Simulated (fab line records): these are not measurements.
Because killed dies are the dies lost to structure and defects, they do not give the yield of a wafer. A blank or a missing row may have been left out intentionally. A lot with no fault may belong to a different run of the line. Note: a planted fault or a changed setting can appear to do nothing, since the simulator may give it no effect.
Struck lot and sound lot, side by side / flow n5Finfet / 16 steps out of a route of 1938
Sound: these wafers, L658.1, L658.2, L658.4. Wafers struck: L673.2, L673.3, L673.4. The cause comes at the end.
Each step with rows lists, per side, the tool, then ch with its chambers, then its first start. Under that, the readings that differ: sound wafers / struck wafers / difference of the means / sigmas: that difference in standard deviations of wafers without a fault.
alike: same words and numbers on both sides, and readings whose means sit less than 2 such deviations apart. not compared: any withheld reading, any reading some wafer has no value for, any bound like >300 that may hide the same value, and any number with overlapping values for which the record gives no deviation.
The two part at a step that has a row with sigmas, a row that says differs or no value, or rows on one side only. Non-overlapping numbers with no deviation appear without sigmas and do not part them. A reading missing from all wafers of one side parts the sides only when that side holds two or more wafers.

N5_MOL_CONTACT_COAG_OVL_MEAS_41:
  sound on overlay-02 ch 0, day 5 05:37; struck on overlay-02 ch 0, day 9 01:25
  alike: VD_OVL
N5_MOL_CONTACT_COAG_INSPECT_42: inspects for defects (brightfield).
  sound on defectInspect-02, day 5 05:41; struck on defectInspect-02, day 9 01:28
  alike: rawDefectCount
N5_MOL_CONTACT_COAG_DESCUM_45: chemistry O2, time 7 s.
  sound on rieDiel-02 ch 0,1,3, day 5 05:43; struck on rieDiel-02 ch 0,1,2, day 9 01:30
  alike: drypumpMotorCurrentA, oesProductAu, rfVppV, showerheadPlenumPTorr, throttleValvePct
  not compared: rfHoursCounterH
then, 2 steps without rows for these wafers: N5_MOL_CONTACT_COAG_ETCH_65 (etches underlayer in N2/H2, target depth 13 nm, time 10.4 s); N5_MOL_CONTACT_COAG_ETCH_66 (etches SiARC in CF4, target depth 13 nm, time 21.7 s).
N5_MOL_CONTACT_COAG_ALD_133: deposits SiO2, target thk 5 nm, pulse time 1 s, co reactant pulse time 1 s.
  sound on aldSin-03 ch 0,1,2, day 5 06:01; struck on aldSin-02 ch 0,1,2, day 9 01:47
  alike: chamberPressureTorr, heaterPowerW, precursorPulseHeightRel
N5_MOL_CONTACT_COAG_ETCHBACK_134: etches SiO2 in CHF3, target depth 10 nm, time 6.7 s.
  sound on rieDiel-05 ch 0,2,3, day 5 06:12; struck on rieDiel-05 ch 0,2,3, day 9 01:58
  alike: drypumpMotorCurrentA, mfcArSccm, oesProductAu, rfVppV, showerheadPlenumPTorr, throttleValvePct
  not compared: rfHoursCounterH
then, 3 steps without rows for these wafers: N5_MOL_CONTACT_COAG_ETCH_67 (etches SOC in N2/H2, target depth 60 nm, overetch 21 nm, time 101.2 s); N5_MOL_CONTACT_COAG_STRIP_68 (strips in N2/H2); N5_MOL_CONTACT_COAG_STRIP_69 (strips in N2/H2).
N5_MOL_CONTACT_COAG_ETCHBACK_136: etches SiO2 in CHF3, target depth 25 nm, time 16.7 s.
  sound on rieDiel-05 ch 0,2,3, day 5 06:19; struck on rieDiel-05 ch 0,2,3, day 9 02:05
  alike: drypumpMotorCurrentA, mfcArSccm, oesProductAu, rfVppV, showerheadPlenumPTorr, throttleValvePct
  not compared: rfHoursCounterH
then, 1 step without rows for these wafers: N5_MOL_CONTACT_COAG_STRIP_120 (strips in CHF3).
N5_MOL_CONTACT_COAG_VIA_ETCH_117: etches SiO2 in C4F6/O2, target depth 40 nm, overetch 8 nm, time 26 s.
  sound on rieDiel-05 ch 0,2,3, day 5 06:22; struck on rieDiel-05 ch 0,2,3, day 9 02:07
reading=biasW (W); sound=454.6 453.5 455.5; struck=431.3 431.9 431.2; difference=-23.1; sigmas=-18
reading=rfVppV (V); sound=1618 1567 1612; struck=1502 1550 1543; difference=-67; sigmas=-2
  alike: drypumpMotorCurrentA, mfcArSccm, oesProductAu, showerheadPlenumPTorr, throttleValvePct
  not compared: rfHoursCounterH
N5_MOL_CONTACT_COAG_ETCH_124: etches SiNx in CH3F/O2, stops on SiOC, target depth 6.5 nm.
  sound on rieDiel-05 ch 0,2,3, day 5 06:23; struck on rieDiel-05 ch 0,2,3, day 9 02:09
  alike: biasW, drypumpMotorCurrentA, mfcArSccm, oesProductAu, rfVppV, showerheadPlenumPTorr, throttleValvePct
  not compared: rfHoursCounterH
-- a jump in the record: the struck wafers' starts before and after are 3 days apart (it breaks off in module MOL_CONTACT_COAG and resumes in module BEOL_M4, where the first step shown is number 1111 of the route) --
N5_BEOL_M4_RC_MEAS_101:
  sound on prober-02 ch 0, day 7 21:18; struck on prober-01 ch 0, day 11 17:29
  alike: DIBL_N, DIBL_P, IOFF_N, IOFF_P, ION_N, ION_P, SS_N, SS_P, VT_N, VT_P
next, for these wafers, 1 step has no rows: N5_PASSIVATION_PROBE_49.

== WHERE THEY PART ==
Only at N5_MOL_CONTACT_COAG_VIA_ETCH_117, within this record. Later steps at which nothing parts them and some readings are alike: N5_MOL_CONTACT_COAG_ETCH_124, N5_BEOL_M4_RC_MEAS_101.

WHY: the cause the simulator had injected
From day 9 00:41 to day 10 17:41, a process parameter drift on rieDiel-05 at N5_MOL_CONTACT_COAG_VIA_ETCH_117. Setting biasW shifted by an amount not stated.
